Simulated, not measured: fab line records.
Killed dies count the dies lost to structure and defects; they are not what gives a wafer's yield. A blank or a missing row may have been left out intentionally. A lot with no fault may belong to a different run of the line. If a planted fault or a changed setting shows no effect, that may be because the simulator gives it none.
fab line records	flow nand_harc
record: lots: 12	wafers: 36	last_day: 34
route steps=1302 shown A_ONON_D2@567 A_CHANNEL_HOLE_D2@570 END@1302
lots that met no fault: from a run of the same line without faults
start_h: hours from the record's opening day to when the first of the lot's shown wafers began	wait_h: hours elapsed since this lot's preceding step	" as in the row above	L1.1+2: a single row standing in for several wafers	- either no value or no given start	* or withheld: withheld	< > ~ a bound
route shown NAME@n: names a module that has steps shown in the file, with the first one's number in the route	usual: the fault-free wafers' mean and standard deviation	same: alike in all rows	chamber/n: place in a boat	sites: each site's reading	_std_site: how widely they spread, as a standard deviation	_edge_site: outer sites' mean less inner sites'	radius_mm: for every site, how far away it sits from the centre of the wafer	mask NAME#n: copy n	behind: the most recent tool/chamber to have shaped the wafer	hold: the reason the lot was held/the length of the hold in hours/how it ended	device: transistor that didn't switch, given as n, p or np	end of line: the route-end tests of the same wafers	where a step has no rows: the recipe by itself	killed: at the first sort, the dies lost to defects and structure; wafer yield is something else	map: a wafer's dies, x killed, . not, _ none there
set.NAME: the setting the step ran with; set.NAME@STEP: the setting that earlier step ran with	model.NAME: the simulator's own value behind a step, which no gauge read
route steps across a sampled set of lots; one table per step, one row per wafer
services: from which hour (start_h, from the record's first day; less than 0 if before it) a tool's chamber was out of use, for how many hours, and why
== steps ==
step: NHARC_A_ONON_D2_THK_MEAS_34
recipe: thk_meas_gauge: ellipsometry
usual: thk_nm: 200/3
lot.wafer	tool	chamber	start_h	wait_h	thk_nm
L150.2	film_metro-01	-	294.28	-	202
L150.5	"	-	"	"	202
L150.6	"	-	"	"	202
L152.1	film_metro-02	-	325.27	-	201
L152.3	"	-	"	"	201
L152.5	"	-	"	"	202
L154.2	film_metro-02	-	344.15	-	195
L154.3	"	-	"	"	199
L154.4	"	-	"	"	198
L155.3	film_metro-01	-	348.62	-	199
L155.5	"	-	"	"	204
L155.6	"	-	"	"	203
L156.4	film_metro-01	-	348.81	-	201
L156.5	"	-	"	"	197
L156.6	"	-	"	"	200
L157.1	film_metro-01	-	375.10	-	196
L157.2	"	-	"	"	200
L157.4	"	-	"	"	200
L160.1	film_metro-02	-	399.34	-	194
L160.3	"	-	"	"	190
L160.6	"	-	"	"	195
L167.2	film_metro-01	-	461.14	-	199
L167.4	"	-	"	"	199
L167.5	"	-	"	"	200
L166.2	film_metro-02	-	461.14	-	199
L166.3	"	-	"	"	197
L166.6	"	-	"	"	202
L170.1	film_metro-01	-	502.04	-	199
L170.3	"	-	"	"	201
L170.6	"	-	"	"	201
L171.1	film_metro-01	-	502.17	-	198
L171.4	"	-	"	"	198
L171.6	"	-	"	"	202
L172.2	film_metro-01	-	528.97	-	198
L172.3	"	-	"	"	198
L172.5	"	-	"	"	203
step: NHARC_A_CHANNEL_HOLE_D2_DEP_00
recipe: target_thk_a: 31000	temp_c: 400	material: aC
usual: throttle_valve_pct: 34.999/0.009
lot.wafer	tool	chamber	start_h	wait_h	throttle_valve_pct
L150.2	acl_dep-02	0	296.44	2.1	35.006
L150.5	"	0	"	"	34.993
L150.6	"	0	"	"	34.999
L152.1	acl_dep-03	0	325.40	0.1	34.991
L152.3	"	0	"	"	35.001
L152.5	"	0	"	"	35.001
L154.2	acl_dep-01	0	345.13	0.9	34.995
L154.3	"	0	"	"	35.015
L154.4	"	0	"	"	35.003
L155.3	acl_dep-02	0	350.58	1.9	34.983
L155.5	"	0	"	"	34.997
L155.6	"	0	"	"	34.987
L156.4	acl_dep-01	0	351.37	2.5	34.996
L156.5	"	0	"	"	35.001
L156.6	"	0	"	"	35.007
L157.1	acl_dep-03	0	377.14	2.0	35.008
L157.2	"	0	"	"	35.000
L157.4	"	0	"	"	34.999
L160.1	acl_dep-02	0	399.47	0.1	34.997
L160.3	"	0	"	"	35.009
L160.6	"	0	"	"	34.990
L167.2	acl_dep-03	0	462.39	1.2	34.993
L167.4	"	0	"	"	35.005
L167.5	"	0	"	"	34.990
L166.2	acl_dep-01	0	462.69	1.5	35.012
L166.3	"	0	"	"	35.004
L166.6	"	0	"	"	34.990
L170.1	acl_dep-03	0	502.85	0.7	34.986
L170.3	"	0	"	"	34.994
L170.6	"	0	"	"	34.995
L171.1	acl_dep-01	0	503.68	1.4	34.991
L171.4	"	0	"	"	35.010
L171.6	"	0	"	"	35.001
L172.2	acl_dep-02	0	530.98	1.9	34.993
L172.3	"	0	"	"	35.001
L172.5	"	0	"	"	34.995
step: NHARC_A_CHANNEL_HOLE_D2_DEP_01
recipe: target_thk_a: 1400	target_thk_nm: 140	temp_c: 400	pressure_torr: 3.5	flow_sccm: 200	rf_w: 350	material: SiON
usual: chamber_pressure_Torr: 3.499/0.0076	heater_power_w: 766/100	rf_fwd_power_W: 348.5/1.2
lot.wafer	tool	chamber	start_h	wait_h	chamber_pressure_Torr	heater_power_w	rf_fwd_power_W
L150.2	pecvd-04	2	298.07	1.3	3.491	596	349.5
L150.6	"	1	"	"	3.501	855	350.2
L150.5	"	0	"	"	3.493	676	349.3
L152.3	pecvd-04	0	327.33	1.0	3.503	825	348.0
L152.1	"	1	"	"	3.500	921	348.6
L152.5	"	2	"	"	3.499	640	349.2
L154.2	pecvd-03	2	346.73	1.3	3.493	893	347.5
L154.3	"	1	"	"	3.484	697	349.8
L154.4	"	0	"	"	3.507	723	348.3
L155.3	pecvd-02	1	351.94	1.0	3.499	647	350.3
L155.5	"	2	"	"	3.502	829	349.9
L155.6	"	1	"	"	3.499	664	351.0
L156.4	pecvd-02	1	352.42	0.7	3.505	754	349.6
L156.6	"	2	"	"	3.499	796	347.6
L156.5	"	0	"	"	3.487	753	347.3
L157.2	pecvd-03	0	379.07	1.3	3.496	749	348.4
L157.1	"	2	"	"	3.510	909	347.4
L157.4	"	1	"	"	3.502	705	348.8
L160.3	pecvd-03	2	401.40	1.0	3.497	784	346.4
L160.1	"	0	"	"	3.491	735	349.4
L160.6	"	1	"	"	3.496	589	347.8
L167.2	pecvd-04	0	464.02	1.3	3.485	861	347.5
L167.5	"	0	"	"	3.499	896	348.3
L167.4	"	2	"	"	3.495	602	348.2
L166.2	pecvd-03	1	464.32	1.3	3.500	710	347.3
L166.3	"	2	"	"	3.505	791	347.7
L166.6	"	0	"	"	3.492	757	347.8
L170.1	pecvd-03	2	504.82	1.7	3.500	893	348.7
L170.3	"	0	"	"	3.508	687	349.0
L170.6	"	0	"	"	3.506	677	349.4
L171.1	pecvd-02	0	505.65	1.7	3.502	777	349.8
L171.4	"	2	"	"	3.490	697	346.6
L171.6	"	1	"	"	3.497	705	348.9
L172.2	pecvd-02	0	532.57	1.3	3.494	782	348.0
L172.3	"	2	"	"	3.501	800	346.1
L172.5	"	1	"	"	3.501	638	349.7
step: NHARC_A_CHANNEL_HOLE_D2_INSPECT_12
usual: raw_defect_count: 27/23
lot.wafer	tool	chamber	start_h	wait_h	raw_defect_count
L150.2	defect_inspect-01	-	298.77	0.0	58
L150.5	"	-	"	"	56
L150.6	"	-	"	"	56
L152.1	defect_inspect-02	-	328.15	0.0	62
L152.3	"	-	"	"	40
L152.5	"	-	"	"	63
L154.2	defect_inspect-02	-	347.58	0.0	4
L154.3	"	-	"	"	4
L154.4	"	-	"	"	5
L155.3	defect_inspect-02	-	352.73	0.0	5
L155.5	"	-	"	"	6
L155.6	"	-	"	"	7
L156.4	defect_inspect-01	-	353.18	0.0	52
L156.5	"	-	"	"	60
L156.6	"	-	"	"	50
L157.1	defect_inspect-02	-	379.92	0.0	333
L157.2	"	-	"	"	6
L157.4	"	-	"	"	10
L160.1	defect_inspect-02	-	402.24	0.0	52
L160.3	"	-	"	"	382
L160.6	"	-	"	"	66
L167.2	defect_inspect-02	-	464.87	0.0	71
L167.4	"	-	"	"	55
L167.5	"	-	"	"	63
L166.2	defect_inspect-02	-	465.14	0.0	12
L166.3	"	-	"	"	16
L166.6	"	-	"	"	17
L170.1	defect_inspect-02	-	505.64	0.0	6
L170.3	"	-	"	"	2
L170.6	"	-	"	"	9
L171.1	defect_inspect-02	-	506.47	0.0	30
L171.4	"	-	"	"	23
L171.6	"	-	"	"	42
L172.2	defect_inspect-02	-	533.42	0.0	1
L172.3	"	-	"	"	2
L172.5	"	-	"	"	1
step: NHARC_A_CHANNEL_HOLE_D2_ETCH_20
recipe: bias_v: 3000	source_w: withheld	pressure_mtorr: 20	time_s: 361.9	ar_flow_sccm: 375	c4f8_flow_sccm: 89.3	o2_flow_sccm: 35.7	temp_c: -20	target_depth_a: 16000	chemistry: C4F8/O2/Ar
usual: drypump_motor_current_A: 5.5/0.45	o2_flow_sccm: 35.71/0.094	showerhead_plenum_p_Torr: 3.62/0.15	throttle_valve_pct: 32.154/0.0083
lot.wafer	tool	chamber	start_h	wait_h	drypump_motor_current_A	o2_flow_sccm	rf_hours_counter_h	showerhead_plenum_p_Torr	throttle_valve_pct
L150.2	har_etch-01	1	301.60	0.1	6.2	35.72	160	3.69	32.155
L150.5	"	1	"	"	6.2	35.65	-	3.69	32.162
L150.6	"	0	"	"	5.5	35.84	-	3.51	32.146
L152.1	har_etch-01	0	331.84	0.1	5.5	35.80	175	3.50	32.141
L152.3	"	1	"	"	6.2	35.78	-	3.69	32.144
L152.5	"	0	"	"	5.5	35.76	-	3.50	32.151
L154.2	har_etch-01	0	349.46	0.1	5.5	35.75	190	3.49	32.163
L154.4	"	1	"	"	6.2	35.60	-	3.68	32.163
L154.3	"	0	"	"	5.5	35.74	-	3.49	32.156
L155.3	har_etch-02	1	354.24	0.2	5.5	35.57	-	3.93	32.155
L155.5	"	0	"	"	4.9	35.55	-	3.62	32.140
L155.6	"	1	"	"	5.5	35.52	-	3.93	32.142
L156.4	har_etch-01	1	357.89	0.2	6.2	35.57	-	3.67	32.145
L156.5	"	0	"	"	5.5	35.85	-	3.49	32.139
L156.6	"	1	"	"	6.2	35.56	-	3.67	32.170
L157.1	har_etch-01	1	381.27	0.1	6.2	35.70	210	3.67	32.142
L157.2	"	0	"	"	5.5	35.82	210	3.48	32.164
L157.4	"	1	"	"	6.2	35.81	-	3.67	32.166
L160.1	har_etch-02	1	405.18	0.1	5.5	35.79	4	3.92	32.130
L160.3	"	0	"	"	4.9	35.60	-	3.61	32.152
L160.6	"	0	"	"	4.9	35.54	-	3.61	32.153
L167.2	har_etch-01	0	466.48	0.1	5.5	35.65	267	3.45	32.148
L167.4	"	1	"	"	6.2	35.71	-	3.64	32.163
L167.5	"	1	"	"	6.2	35.61	-	3.64	32.154
L166.2	har_etch-02	1	466.53	0.1	5.5	35.75	42	3.90	32.165
L166.3	"	0	"	"	5.0	35.67	-	3.59	32.159
L166.6	"	0	"	"	4.9	35.66	-	3.59	32.146
L170.1	har_etch-02	0	511.67	0.1	4.9	35.70	65	3.58	32.157
L170.3	"	1	"	"	5.5	35.72	-	3.89	32.166
L170.6	"	0	"	"	4.9	35.69	-	3.58	32.149
L171.1	har_etch-02	0	515.84	0.1	4.9	35.68	69	3.58	32.166
L171.4	"	0	"	"	4.9	35.83	-	3.58	32.149
L171.6	"	1	"	"	5.5	35.69	-	3.88	32.152
L172.2	har_etch-01	1	538.25	0.1	6.2	35.83	309	3.61	32.150
L172.3	"	1	"	"	6.2	35.83	-	3.61	32.169
L172.5	"	1	"	"	6.2	35.79	-	3.61	32.152
step: NHARC_A_CHANNEL_HOLE_D2_INSPECT_40
usual: raw_defect_count: 284/74
lot.wafer	tool	chamber	start_h	wait_h	raw_defect_count
L150.2	defect_inspect-02	-	307.17	-	259
L150.5	"	-	"	"	215
L150.6	"	-	"	"	235
L152.1	defect_inspect-01	-	337.59	-	408
L152.3	"	-	"	"	449
L152.5	"	-	"	"	344
L154.2	defect_inspect-01	-	355.00	-	186
L154.3	"	-	"	"	184
L154.4	"	-	"	"	232
L155.3	defect_inspect-02	-	359.70	-	282
L155.5	"	-	"	"	288
L155.6	"	-	"	"	309
L156.4	defect_inspect-02	-	363.33	-	375
L156.5	"	-	"	"	360
L156.6	"	-	"	"	323
L157.1	defect_inspect-02	-	387.04	-	504
L157.2	"	-	"	"	181
L157.4	"	-	"	"	175
L160.1	defect_inspect-02	-	410.79	-	298
L160.3	"	-	"	"	478
L160.6	"	-	"	"	194
L166.2	defect_inspect-02	-	472.13	-	236
L166.3	"	-	"	"	174
L166.6	"	-	"	"	217
L167.2	defect_inspect-01	-	474.88	-	263
L167.4	"	-	"	"	382
L167.5	"	-	"	"	232
L170.1	defect_inspect-01	-	517.26	-	269
L170.3	"	-	"	"	272
L170.6	"	-	"	"	195
L171.1	defect_inspect-01	-	521.60	-	181
L171.4	"	-	"	"	189
L171.6	"	-	"	"	183
L172.2	defect_inspect-01	-	543.81	-	285
L172.3	"	-	"	"	314
L172.5	"	-	"	"	304
step: NHARC_END_SORT_01
recipe: temp_c: 25
usual: killed_at_array: 59/20	killed_at_other: 0.8/1.2	killed_at_periphery: 3.5/2.2	killed_dies: 63/20	killed_open: 3.3/1.8	killed_short: 2.6/1.7
same: gross_dies: 677
lot.wafer	tool	chamber	start_h	wait_h	killed_at_array	killed_at_other	killed_at_periphery	killed_dies	killed_open	killed_short
L157.1	prober-01	0	642.64	2.5	107	0	0	107	2	6
L157.2	prober-01	0	643.45	2.8	28	0	2	30	5	2
L157.4	prober-01	0	645.06	3.4	39	0	4	43	4	7
L160.1	prober-01	0	664.84	2.5	51	0	7	58	3	1
L160.3	prober-01	0	666.42	3.1	110	1	4	115	0	1
L160.6	prober-01	0	668.79	4.0	52	0	4	56	1	1
killed by level:class
L157.1 A_CHANNEL_HOLE_D2:unspecified=70 A_CHANNEL_HOLE_D2:chamber_film_flake=13 A_CONTACT:chamber_film_flake=5 A_CHANNEL_HOLE_D1:chamber_film_flake=3 A_ONON_D1:geometric_particle:short=2 A_DECK1_JOINT:geometric_particle:short=2 A_CHANNEL_FILL_D1:chamber_film_flake=2 A_STAIRCASE:chamber_film_flake=2
L157.2 A_CHANNEL_HOLE_D2:chamber_film_flake=12 A_CHANNEL_HOLE_D1:chamber_film_flake=6 A_CONTACT:chamber_film_flake=3 A_ONON_D1:geometric_particle:open=2 P_CONTACT:geometric_particle:open=1 A_SOURCE_PLATE:geometric_particle:short=1 A_ONON_D2:geometric_particle:open=1 A_CHANNEL_FILL_D2:geometric_particle:short=1
L157.4 A_CHANNEL_HOLE_D2:chamber_film_flake=16 A_CHANNEL_HOLE_D1:chamber_film_flake=5 A_CHANNEL_FILL_D2:chamber_film_flake=3 P_CONTACT:geometric_particle:short=2 A_CONTACT:geometric_particle:open=2 A_CHANNEL_FILL_D1:chamber_film_flake=2 A_STAIRCASE:chamber_film_flake=2 P_CONTACT:geometric_particle:open=1
L160.1 A_CHANNEL_HOLE_D1:chamber_film_flake=29 A_ZERO_WELL:chamber_film_flake=6 A_CONTACT:chamber_film_flake=4 A_BLC:chamber_film_flake=4 P_GATE:chamber_film_flake=3 A_SLIT:chamber_film_flake=3 A_CHANNEL_FILL_D2:chamber_film_flake=2 A_STAIRCASE:chamber_film_flake=2
L160.3 A_CHANNEL_HOLE_D2:unspecified=72 A_CHANNEL_HOLE_D1:chamber_film_flake=24 A_CONTACT:chamber_film_flake=4 P_GATE:chamber_film_flake=2 A_STAIRCASE:chamber_film_flake=2 A_BONDPAD:chamber_film_flake=2 A_CHANNEL_FILL_D2:geometric_particle:short=1 P_ZERO_WELL:chamber_film_flake=1
L160.6 A_CHANNEL_HOLE_D1:chamber_film_flake=33 A_CONTACT:chamber_film_flake=4 A_BLC:chamber_film_flake=4 P_GATE:chamber_film_flake=3 A_ZERO_WELL:chamber_film_flake=3 A_CHANNEL_FILL_D2:chamber_film_flake=2 A_STAIRCASE:chamber_film_flake=2 A_WL_FILL:geometric_particle:short=1
== services ==
tool	chamber	start_h	hours	kind
acl_dep-03	-	300.06	13.0	pm
har_etch-02	0	304.13	-	consumable_replace:focus_ring
har_etch-02	0	304.13	17.0	scheduled_down
har_etch-02	0	304.13	17.0	vent_cycle
pecvd-02	0	315.20	5.0	repair
pecvd-03	0	317.33	25.6	repair
har_etch-02	1	329.18	-	consumable_replace:showerhead
har_etch-02	1	329.18	17.0	scheduled_down
har_etch-02	1	329.18	17.0	vent_cycle
pecvd-04	2	329.42	7.9	repair
pecvd-03	-	330.07	0.8	repair
pecvd-04	1	333.64	13.7	repair
pecvd-04	-	346.13	3.6	repair
pecvd-03	-	366.00	13.0	pm
pecvd-03	0	366.00	13.0	vent_cycle
acl_dep-01	-	369.24	13.0	pm
pecvd-04	-	377.37	1.3	repair
har_etch-02	-	383.90	17.0	pm
pecvd-02	-	408.00	13.0	pm
pecvd-04	2	424.08	6.5	repair
acl_dep-02	-	429.75	13.0	pm
pecvd-02	-	433.85	1.3	repair
pecvd-04	-	450.16	13.0	pm
acl_dep-03	-	481.80	13.0	pm
== key ==
first_sign: step: NHARC_A_CHANNEL_HOLE_D2_INSPECT_12	reading: raw_defect_count	direction: up	sigmas: 14	usual: 27	struck: 358
effect: step: NHARC_A_CHANNEL_HOLE_D2_INSPECT_40	reading: raw_defect_count	direction: up	sigmas: 2.8	usual: 284	struck: 491
effect: step: NHARC_END_SORT_01	reading: killed_at_array	direction: up	sigmas: 2.5	usual: 59	struck: 108
more_kills_born_at: NHARC_A_CHANNEL_HOLE_D2_DEP_01@pecvd-03: 142
met_at NHARC_A_CHANNEL_HOLE_D2_DEP_01
struck_lots L157,L160
struck_wafers L157.1,L160.3
tester_left_out L157,L160
not_acting_at NHARC_A_ONON_D2_THK_MEAS_34,NHARC_A_CHANNEL_HOLE_D2_DEP_00,NHARC_A_CHANNEL_HOLE_D2_ETCH_20
onset_between 346.73 379.07
fault: kind: chamber_particle_source	tool: pecvd-03	chamber: 2	onset_h: 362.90	steps: NHARC_A_CHANNEL_HOLE_D2_DEP_01	rate_per_visit_cm2: 0.50837	end_h: 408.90
tester_left_out: of these lots the tester's yield and bins aren't shown, on N5 and GAA mostly nor the transistor test; their killed dies are dies lost to structure and defects alone, not to doping, threshold or leakage, so they don't give the yield
